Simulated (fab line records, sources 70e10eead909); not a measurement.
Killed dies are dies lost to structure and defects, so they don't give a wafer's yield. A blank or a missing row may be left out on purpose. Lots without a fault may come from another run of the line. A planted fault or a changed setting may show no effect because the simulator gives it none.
Chamber matching | flow nand_harc | NHARC_A_STAIRCASE_TRIM_220 on rie_diel-07: 4 sister chambers
The step chemistry O2, time 211.2 s. 4 wafers are shown with their chamber, then 8 later ones without.

WAFERS WITH THEIR CHAMBER
wafer  | chamber | showerhead_plenum_p_Torr (Torr)
L088.6 | 3       | 3.37
L091.2 | 0       | 3.30
L091.4 | 1       | 3.61
L090.3 | 2       | 3.77

WAFERS WITHOUT THEIR CHAMBER
wafer  | showerhead_plenum_p_Torr (Torr)
L090.5 | 3.30
L090.6 | 3.37
L093.4 | 3.61
L093.5 | 3.61
L093.6 | 3.30
L096.1 | 3.29
L096.2 | 3.60
L096.6 | 3.76

WHICH CHAMBER EACH WENT THROUGH
wafer  | from the rows above | in truth
L090.5 | 0                   | 0
L090.6 | 3                   | 3
L093.4 | 1                   | 1
L093.5 | 1                   | 1
L093.6 | 0                   | 0
L096.1 | 0                   | 0
L096.2 | 1                   | 1
L096.6 | 2                   | 2
Placed correctly: 8 of 8. Can't be placed from these rows: 0. Placed wrongly: 0.
How it was worked out, from the rows above alone: a wafer's distance from a chamber is the root of the sum, over the readings, of the square of ((its reading less the chamber's mean) divided by the reading's scatter). The wafer belongs to the nearest chamber; if the next one is less than 2 further off, it can't be placed. A chamber's mean is the mean of its shown wafers. The scatter: with one shown wafer a chamber, the root of the mean of the squares of how far each hidden wafer lies from its nearest shown one.
